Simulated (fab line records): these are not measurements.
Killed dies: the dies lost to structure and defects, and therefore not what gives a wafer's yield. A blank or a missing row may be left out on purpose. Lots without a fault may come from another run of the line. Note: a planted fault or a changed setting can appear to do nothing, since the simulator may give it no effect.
A struck lot beside a sound one || flow n5 finfet || 15 steps out of a route of 1938
Sound: the wafers L884.1, L884.4, L884.5. Struck: wafers L902.1, L902.5 (left out: L902.3, a lot-mate that was not struck); the cause follows at the end.
Order at every step that has rows: each side's tool, ch and its chambers, its first start. Under that, the readings that differ: sound wafers || struck wafers || difference of the means || sigmas: that difference in standard deviations of wafers without a fault.
alike: readings with means less than 2 such deviations apart, plus words and numbers identical on both sides. not compared: withheld readings, readings lacking a value on some wafer, bounds such as >300 that could conceal the same value, and numbers that have no deviation in the record and whose values overlap.
The two part at a step that has a row with sigmas, a row that says differs or no value, or rows on one side only. Numbers that don't overlap but have no deviation are shown without sigmas and don't part them. Lack of a reading on every wafer of one side parts them only where that side has two or more wafers.

first, 1 step without rows for these wafers: N5_BEOL_M13_HARDBAKE_32 (time 120 s).
N5_BEOL_M13_CD_MEAS_28: target cd 209.5 nm.
  sound on cd sem-03 ch 0, day 11 07:21; struck on cd sem-02 ch 0, day 15 16:07
  alike: cd nm
N5_BEOL_M13_OVL_MEAS_29:
  sound on overlay-01 ch 0, day 11 07:23; struck on overlay-01 ch 0, day 15 16:08
  alike: M13_OVL
N5_BEOL_M13_INSPECT_30: inspects for defects (macro).
  sound: defect inspect-02 at day 11 07:25; struck: defect inspect-02 at day 15 16:10
  alike: raw defect count
N5_BEOL_M13_DESCUM_33: chemistry O2, time 7.9 s.
  sound on rie diel-01 ch 1,2, day 11 07:26; struck on rie diel-04 ch 1,3, day 15 16:12
  alike: drypump motor current A, o2 flow sccm, oes product au, rf vpp V, showerhead plenum p Torr, throttle valve pct
  not compared: rf hours counter h
N5_BEOL_M13_ETCH_67: etches SiARC in CF4, target depth 143 nm, time 238.3 s.
  sound on rie diel-01 ch 1,2, day 11 07:29; struck on rie diel-04 ch 1,3, day 15 16:14
  alike: drypump motor current A, etch rf on time s, oes product au, rf vpp V, showerhead plenum p Torr, throttle valve pct
  not compared: rf hours counter h
N5_BEOL_M13_ETCH_68: etches SOC in N2/H2, time 355 s.
  sound on rie diel-01 ch 1,2, day 11 07:37; struck on rie diel-04 ch 1,3, day 15 16:23
  alike: drypump motor current A, oes product au, rf vpp V, showerhead plenum p Torr, throttle valve pct
  not compared: rf hours counter h
then, 1 step without rows for these wafers: N5_BEOL_M13_STRIP_69 (strips in N2/H2).
N5_BEOL_M13_TRENCH_ETCH_34: etches SiOC in C4F8/O2/Ar, target depth 413.47 nm, time 162.6 s.
  sound on rie diel-01 ch 1,2, day 11 07:50; struck on rie diel-04 ch 1,3, day 15 16:36
  alike: drypump motor current A, he outer torr, oes product au, rf vpp V, showerhead plenum p Torr, throttle valve pct
  not compared: rf hours counter h
then, 1 step without rows for these wafers: N5_BEOL_M13_STRIP_70 (strips in C4F8/O2/Ar).
N5_BEOL_M13_OCD_MEAS_35:
  sound: ocd-01 at day 11 08:01; struck: ocd-02 at day 15 16:47
  alike: trench depth nm
N5_BEOL_M13_STRIP_37: strips in N2/H2.
  sound on plasma asher-02 ch 0,1, day 11 08:04; struck on plasma asher-02 ch 0,1, day 15 16:49
  alike: drypump motor current A, heater power w, oes product au
  not compared: rf hours counter h
N5_BEOL_M13_ETCH_38: etches SiCN in CF4/N2, target depth 67.5 nm, time 71.9 s.
  sound on rie diel-01 ch 1,2,3, day 11 08:08; struck on rie diel-05 ch 0,3, day 15 17:03
{"reading": "model.etch.depth nm (nm)", "sound": "58.15 54.52 57.43", "struck": "35.38 39.94", "difference": -19.04, "sigmas": ""}
  alike: drypump motor current A, oes product au, rf vpp V, showerhead plenum p Torr, throttle valve pct
  not compared: rf hours counter h
then, 1 step without rows for these wafers: N5_BEOL_M13_PRECLEAN_39 (cleans in residue remover, time 60 s).
N5_PASSIVATION_PROBE_49:
  sound: prober-01 at day 12 13:31; struck: prober-01 at day 16 20:55
{"reading": "killed_at_M0_to_M3", "sound": "52 33 38", "struck": "19 21", "difference": -21, "sigmas": -2}
  alike: defect limited yield, killed_at_M4_up, killed at contacts, killed at front end, killed at other, killed dies, killed open, killed short, sort_bin_4_leakage, sort_bin_5_function, sort_bin_6_memory, sort_bin_8_speed, sort n pass

WHERE THEY PART
At N5_PASSIVATION_PROBE_49 and nowhere else, as far as this record goes.

WHY: the cause the simulator had injected
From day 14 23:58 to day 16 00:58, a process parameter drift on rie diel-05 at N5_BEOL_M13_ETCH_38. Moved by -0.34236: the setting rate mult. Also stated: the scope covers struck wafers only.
